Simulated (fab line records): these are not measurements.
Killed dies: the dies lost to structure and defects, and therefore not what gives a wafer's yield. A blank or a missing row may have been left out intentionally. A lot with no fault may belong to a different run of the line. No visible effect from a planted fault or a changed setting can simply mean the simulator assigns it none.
Chamber matching + flow n5Finfet + rieDiel-01 running N5_BEOL_M0_CUTY_ETCH_63: 4 sister chambers
The step etches SOC in N2/H2, target depth 82.7 nm, overetch 16.5 nm, time 124 s. 7 wafers are shown with their chamber, then 7 later ones without.

EACH WAFER AND ITS CHAMBER
| wafer  | chamber | showerheadPlenumPTorr (Torr) | throttleValvePct (%) |
|--------|---------|------------------------------|----------------------|
| L076.2 | 3       | 2.51                         | 17.85                |
| L088.5 | 1       | 2.68                         | 17.90                |
| L088.6 | 0       | 2.46                         | 17.75                |
| L089.1 | 1       | 2.68                         | 17.89                |
| L089.4 | 2       | 2.55                         | 18.33                |
| L091.3 | 2       | 2.54                         | 18.36                |
| L091.4 | 0       | 2.46                         | 17.76                |

WAFERS WITHOUT THEIR CHAMBER
| wafer  | showerheadPlenumPTorr (Torr) | throttleValvePct (%) |
|--------|------------------------------|----------------------|
| L091.5 | 2.67                         | 17.91                |
| L095.1 | 2.67                         | 17.91                |
| L095.2 | 2.46                         | 17.79                |
| L095.6 | 2.50                         | 17.45                |
| L096.1 | 2.50                         | 17.46                |
| L096.2 | 2.54                         | 18.37                |
| L096.5 | 2.50                         | 17.45                |

EACH ONE'S CHAMBER
| wafer  | from the rows above | in truth                   |
|--------|---------------------|----------------------------|
| L091.5 | 1                   | 1                          |
| L095.1 | 1                   | 1                          |
| L095.2 | 0                   | 0                          |
| L095.6 | 0                   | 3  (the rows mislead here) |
| L096.1 | 0                   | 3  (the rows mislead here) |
| L096.2 | 2                   | 2                          |
| L096.5 | 0                   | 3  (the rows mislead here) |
4 of 7 placed correctly. From these rows, 0 cannot be placed. Number placed wrongly: 3.
How it was worked out, from the rows above alone: a wafer's distance from a chamber is the root of the sum, over the readings, of the square of ((its reading less the chamber's mean) divided by the reading's scatter). The wafer belongs to the nearest chamber; if the next one is less than 2 further off, it can't be placed. A chamber's mean is the mean of its shown wafers. The scatter is the square root of a quotient: the sum, over the shown wafers, of each reading's squared deviation from its chamber's mean, divided by wafers minus chambers.
